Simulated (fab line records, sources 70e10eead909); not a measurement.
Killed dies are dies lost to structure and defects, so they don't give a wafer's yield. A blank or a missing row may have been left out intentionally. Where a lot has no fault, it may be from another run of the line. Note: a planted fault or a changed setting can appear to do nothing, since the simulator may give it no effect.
Chamber matching / flow nand_harc / NHARC_A_BLC_ALD_23 on ald_metal-04: 4 sister chambers
The step deposits TiN, target thk 3 nm, pulse time 1 s, ald cycles 150. 4 wafers are shown with their chamber, then 11 later ones without.

== WAFERS PAIRED WITH THEIR CHAMBERS ==
wafer=L089.6; chamber=0; heater_power_w (W)=1047
wafer=L090.1; chamber=1; heater_power_w (W)=1100
wafer=L090.4; chamber=2; heater_power_w (W)=1129
wafer=L090.2; chamber=3; heater_power_w (W)=1141

== WAFERS MISSING THEIR CHAMBER ==
wafer=L090.3; heater_power_w (W)=1012
wafer=L090.6; heater_power_w (W)=1097
wafer=L092.3; heater_power_w (W)=1032
wafer=L092.5; heater_power_w (W)=1140
wafer=L092.6; heater_power_w (W)=1059
wafer=L097.1; heater_power_w (W)=1116
wafer=L097.2; heater_power_w (W)=1088
wafer=L097.6; heater_power_w (W)=1096
wafer=L096.2; heater_power_w (W)=1130
wafer=L096.4; heater_power_w (W)=1126
wafer=L096.5; heater_power_w (W)=1039

== THE CHAMBER EACH PASSED THROUGH ==
wafer=L090.3; from the rows above=0; in truth=0
wafer=L090.6; from the rows above=1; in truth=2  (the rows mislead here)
wafer=L092.3; from the rows above=0; in truth=0
wafer=L092.5; from the rows above=can't be placed: 3 or 2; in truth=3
wafer=L092.6; from the rows above=0; in truth=0
wafer=L097.1; from the rows above=can't be placed: 2 or 1 or 3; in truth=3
wafer=L097.2; from the rows above=1; in truth=1
wafer=L097.6; from the rows above=1; in truth=1
wafer=L096.2; from the rows above=can't be placed: 2 or 3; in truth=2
wafer=L096.4; from the rows above=can't be placed: 2 or 3 or 1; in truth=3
wafer=L096.5; from the rows above=0; in truth=0
Placed correctly: 6 of 11. Unplaceable from these rows: 4, with the true chamber sitting among the candidates in 4. Number placed wrongly: 1.
How it was worked out, from the rows above alone: a wafer's distance from a chamber is the root of the sum, over the readings, of the square of ((its reading less the chamber's mean) divided by the reading's scatter). The wafer belongs to the nearest chamber; if the next one is less than 2 further off, it can't be placed. For every chamber, the mean is computed from those of its wafers that are shown. The scatter (one wafer shown for each chamber): square how far every hidden wafer sits from the nearest shown wafer, average those squares and take the square root.
